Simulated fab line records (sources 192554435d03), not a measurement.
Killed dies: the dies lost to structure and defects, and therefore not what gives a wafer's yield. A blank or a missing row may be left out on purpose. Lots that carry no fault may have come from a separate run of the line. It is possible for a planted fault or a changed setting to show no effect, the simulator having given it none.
fab line records	flow n5Finfet	part 2 of 2: steps 27 to 34 of 34
[record] lots = 5	wafers = 15	lastDay = 15
route steps=1938 shown BEOL_M15@1776
lots with no fault: from the same line, run without faults
startH: the number of hours between the record's first day and the start of the first shown wafer of the lot	waitH: hours since the lot's step before	" as in the row above	L1.1+2: a single row standing in for several wafers	- either no value or no given start	* or withheld: withheld	< > ~ a bound
route shown NAME@n: a module of which the file shows steps, and the number in the route of the first	usual: mean/standard deviation taken from wafers without a fault	same: alike in all rows	chamber/n: place in a boat	sites: per-site readings	_std_site: standard deviation of those values	_edge_site: the outer-site mean with the inner-site mean subtracted	radiusMm: how far each site lies from the wafer's centre	mask NAME#n: copy n	behind: the tool/chamber that last shaped the wafer	hold: reason for holding the lot/hours on hold/outcome of the hold	device: the n, p or np transistor that did not switch	end of line: at the end of the route, the tests of the same wafers	a step without rows: its recipe alone	killed: dies that structure and defects cost at the first sort, which is not the same as the wafer's yield	map: per-die view of a wafer (x killed, . not killed, _ where there is no die)
set.NAME: setting as actually run; set.NAME@STEP: the setting as run at that earlier step	model.NAME: the simulator's own value behind a step, which no gauge read
lots at selected steps of the route; one table per step, one row per wafer
services: the hour from which a tool's chamber was out of use, counted from the record's first day as startH (under 0 if before that day), plus the number of hours and why
[[steps]]
[step N5_BEOL_M15_DEVELOP_27]
[recipe] developTimeS = 45	rinseLiquid = diw	dry = airSpin	devTempC = 21
lot.wafer	tool	chamber	startH	waitH
L074.1+5+6	lithoTrack-02	0	-	-
L084.1+2+6	lithoTrack-03	0	-	-
L085.1+4+5	lithoTrack-03	0	-	-
L092.1+3+5	lithoTrack-03	0	-	-
L094.1+4+6	lithoTrack-02	0	-	-
[step N5_BEOL_M15_HARDBAKE_32]
[recipe] tempC = 130	timeS = 120
lot.wafer	tool	chamber	startH	waitH
L074.1+5+6	lithoTrack-02	0	-	-
L084.1+2+6	lithoTrack-03	0	-	-
L085.1+4+5	lithoTrack-03	0	-	-
L092.1+3+5	lithoTrack-03	0	-	-
L094.1+4+6	lithoTrack-02	0	-	-
[step N5_BEOL_M15_CD_MEAS_28]
[recipe] targetCdNm = 407.6	landingEnergyEv = 500	detector = seInlens
[usual] cdNm = 408.4/2
lot.wafer	tool	chamber	startH	waitH	cdNm
L074.1	cdSem-03	0	235.13	-	408.9
L074.5	"	0	"	"	411.3
L074.6	"	0	"	"	411.2
L084.1	cdSem-02	0	287.79	-	407.5
L084.2	"	0	"	"	407.0
L084.6	"	0	"	"	406.3
L085.1	cdSem-02	0	300.03	-	409.0
L085.4	"	0	"	"	410.8
L085.5	"	0	"	"	408.6
L092.1	cdSem-03	0	335.28	-	408.6
L092.3	"	0	"	"	404.2
L092.5	"	0	"	"	405.8
L094.1	cdSem-01	0	342.09	-	406.6
L094.4	"	0	"	"	405.6
L094.6	"	0	"	"	405.2
[step N5_BEOL_M15_OVL_MEAS_29]
[recipe] pointsPerWafer = 44
[usual] M15_OVL = 4/5.8
lot.wafer	tool	chamber	startH	waitH	M15_OVL[nm]
L074.1	overlay-01	0	235.16	0.0	-1
L074.5	"	0	"	"	3
L074.6	"	0	"	"	3
L084.1	overlay-02	0	287.82	0.0	4
L084.2	"	0	"	"	6
L084.6	"	0	"	"	8
L085.1	overlay-01	0	300.06	0.0	-6
L085.4	"	0	"	"	8
L085.5	"	0	"	"	-4
L092.1	overlay-01	0	335.31	0.0	0
L092.3	"	0	"	"	1
L092.5	"	0	"	"	4
L094.1	overlay-02	0	342.12	0.0	-3
L094.4	"	0	"	"	5
L094.6	"	0	"	"	7
[step N5_BEOL_M15_INSPECT_30]
[recipe] mode = adi	inspectInstrument = macro
[usual] rawDefectCount = 2.1/1.5
lot.wafer	tool	chamber	startH	waitH	rawDefectCount
L074.1	defectInspect-02	-	235.18	0.0	1
L074.5	"	-	"	"	1
L074.6	"	-	"	"	2
L084.1	defectInspect-02	-	287.84	0.0	2
L084.2	"	-	"	"	2
L084.6	"	-	"	"	4
L085.1	defectInspect-02	-	300.09	0.0	2
L085.4	"	-	"	"	3
L085.5	"	-	"	"	4
L092.1	defectInspect-01	-	335.34	0.0	2
L092.3	"	-	"	"	1
L092.5	"	-	"	"	0
L094.1	defectInspect-02	-	342.14	0.0	4
L094.4	"	-	"	"	3
L094.6	"	-	"	"	4
[step N5_BEOL_M15_DESCUM_33]
[recipe] chemistry = O2	timeS = 7.9	sourcePowerW = 50	biasPowerW = 20	pressureMtorr = 20	rfFrequencyHz = 2.712e+07	tempC = 40	o2FlowSccm = 225
[usual] drypumpMotorCurrentA = 5.7/0.55	oesProductAu = 0.79/0.086	rfVppV = 243.2/1.5	showerheadPlenumPTorr = 2.09/0.084	throttleValvePct = 20.38/0.21
lot.wafer	tool	chamber	startH	waitH	drypumpMotorCurrentA	oesProductAu	rfHoursCounterH	rfVppV	showerheadPlenumPTorr	throttleValvePct
L074.1	rieDiel-03	1	235.22	0.0	6.1	0.88	59	243.0	2.03	20.30
L074.5	"	3	"	"	5.4	0.69	-	244.1	2.16	20.59
L074.6	"	2	"	"	5.1	0.74	-	240.8	2.01	20.44
L084.1	rieDiel-05	1	287.88	0.0	6.1	0.79	91	245.9	2.19	20.20
L084.2	"	2	"	"	6.8	0.78	135	244.5	2.19	20.03
L084.6	"	2	"	"	6.8	0.78	-	243.4	2.19	20.06
L085.1	rieDiel-01	3	300.59	0.5	5.3	0.67	241	241.2	1.97	20.44
L085.4	"	2	"	"	5.0	0.95	17	242.3	2.04	20.49
L085.5	"	3	"	"	5.4	0.67	-	240.7	1.97	20.46
L092.1	rieDiel-01	1	335.37	0.0	5.8	0.79	92	242.8	2.12	20.59
L092.3	"	2	"	"	5.0	0.92	29	243.7	2.03	20.48
L092.5	"	2	"	"	5.0	0.90	-	243.7	2.03	20.48
L094.1	rieDiel-05	0	342.18	0.0	5.6	0.73	170	241.4	1.94	20.62
L094.4	"	2	"	"	6.8	0.76	153	245.9	2.18	20.06
L094.6	"	0	"	"	5.6	0.72	-	240.3	1.94	20.60
[step N5_BEOL_M15_ETCH_61]
[recipe] chemistry = N2/H2	target = BARC	targetDepthA = 890	overetchA = 267	timeS = 67.9	ionEnergyEv = 200	pressureMtorr = 30	sourceW = 840	biasW = 150	n2FlowSccm = 200	h2FlowSccm = 200
[usual] drypumpMotorCurrentA = 5.7/0.55	oesProductAu = 0.68/0.069	rfVppV = 523.7/3	showerheadPlenumPTorr = 2.54/0.1	throttleValvePct = 17.81/0.25
lot.wafer	tool	chamber	startH	waitH	drypumpMotorCurrentA	oesProductAu	rfHoursCounterH	rfVppV	showerheadPlenumPTorr	throttleValvePct
L074.1	rieDiel-03	1	235.25	0.0	6.1	0.74	59	522.5	2.50	17.95
L074.5	"	3	"	"	5.4	0.60	-	526.0	2.61	17.98
L074.6	"	2	"	"	5.1	0.64	-	520.3	2.41	17.63
L084.1	rieDiel-05	1	287.91	0.0	6.1	0.69	91	527.7	2.69	17.71
L084.2	"	2	"	"	6.7	0.67	135	526.7	2.66	17.55
L084.6	"	2	"	"	6.7	0.67	-	525.5	2.66	17.56
L085.1	rieDiel-01	3	300.62	0.0	5.4	0.58	241	519.4	2.42	18.02
L085.4	"	2	"	"	5.0	0.81	17	523.3	2.50	18.06
L085.5	"	3	"	"	5.4	0.59	-	519.8	2.42	18.00
L092.1	rieDiel-01	1	335.41	0.0	5.8	0.69	92	525.4	2.56	17.86
L092.3	"	2	"	"	5.0	0.78	29	523.8	2.49	18.08
L092.5	"	2	"	"	5.0	0.78	-	523.4	2.49	18.07
L094.1	rieDiel-05	0	342.21	0.0	5.6	0.61	170	518.4	2.33	17.90
L094.4	"	2	"	"	6.7	0.65	153	527.5	2.65	17.60
L094.6	"	0	"	"	5.6	0.62	-	517.6	2.33	17.90
[step N5_BEOL_M15_TRENCH_ETCH_34]
[recipe] chemistry = C4F8/O2/Ar	target = SiO2	targetDepthA = 8729.3	heInnerTorr = 15	heOuterTorr = 30	timeS = 199	ionEnergyEv = 800	pressureMtorr = 20	sourceW = 1905	biasW = 2040	Ar_flow_sccm = 400	C4F8_flow_sccm = 16	O2_flow_sccm = 12
[usual] O2_flow_sccm = 12.00/0.037	drypumpMotorCurrentA = 5.7/0.55	mfcArSccm = 399.9/1.1	oesProductAu = 0.79/0.085	rfVppV = 2212/41	showerheadPlenumPTorr = 3.42/0.12	throttleValvePct = 30.75/0.29
lot.wafer	tool	chamber	startH	waitH	O2_flow_sccm	drypumpMotorCurrentA	mfcArSccm	oesProductAu	rfHoursCounterH	rfVppV	showerheadPlenumPTorr	throttleValvePct
L074.1	rieDiel-03	1	235.30	0.0	12.00	6.1	400.1	0.86	59	2229	3.33	30.72
L074.5	"	3	"	"	12.03	5.4	399.4	0.69	-	2164	3.52	30.87
L074.6	"	2	"	"	11.95	5.1	400.7	0.74	-	2198	3.31	30.77
L084.1	rieDiel-05	1	287.96	0.0	12.01	6.1	400.2	0.80	91	2212	3.58	30.51
L084.2	"	2	"	"	11.94	6.8	401.0	0.78	135	2222	3.55	30.23
L084.6	"	2	"	"	11.99	6.8	399.9	0.79	-	2222	3.55	30.21
L085.1	rieDiel-01	3	300.67	0.0	12.02	5.3	400.6	0.67	241	2177	3.27	30.96
L085.4	"	2	"	"	12.00	5.0	399.8	0.95	17	2240	3.36	31.06
L085.5	"	3	"	"	11.97	5.4	399.3	0.66	-	2176	3.27	30.96
L092.1	rieDiel-01	1	335.46	0.0	12.07	5.9	398.7	0.80	92	2256	3.47	31.03
L092.3	"	2	"	"	12.04	5.0	400.8	0.91	29	2238	3.35	31.07
L092.5	"	2	"	"	11.94	5.0	401.3	0.91	-	2240	3.35	31.09
L094.1	rieDiel-05	0	342.26	0.0	12.00	5.6	400.4	0.72	170	2137	3.18	31.00
L094.4	"	2	"	"	11.95	6.8	400.9	0.77	153	2221	3.54	30.23
L094.6	"	0	"	"	12.01	5.6	401.4	0.72	-	2138	3.18	31.00
[[services]]
tool	chamber	startH	hours	kind
rieDiel-01	3	211.88	14.8	repair
rieDiel-01	2	230.42	-	clean
rieDiel-01	2	230.42	-	consumableReplace:focusRing
rieDiel-01	2	230.42	13.2	scheduledDown
rieDiel-01	2	230.42	13.2	ventCycle
krfScanner-02	-	230.84	0.8	pm
rieDiel-03	3	232.01	2.0	repair
krfScanner-02	-	238.52	0.2	repair
wetBench-01	-	250.39	1.3	repair
krfScanner-02	-	258.13	11.6	pm
rieDiel-03	3	266.40	4.3	repair
krfScanner-01	-	280.58	0.8	pm
rieDiel-05	3	288.80	4.2	repair
rieDiel-03	0	289.36	5.6	repair
krfScanner-01	-	302.66	1.0	pm
krfScanner-01	-	305.96	0.7	repair
rieDiel-05	3	307.51	-	clean
rieDiel-05	3	307.51	-	consumableReplace:focusRing
rieDiel-05	3	307.51	17.0	scheduledDown
rieDiel-05	3	307.51	17.0	ventCycle
krfScanner-02	-	321.41	4.4	pm
krfScanner-01	-	325.78	1.3	pm
rieDiel-01	1	326.54	5.2	repair
krfScanner-01	-	333.95	36.0	pm
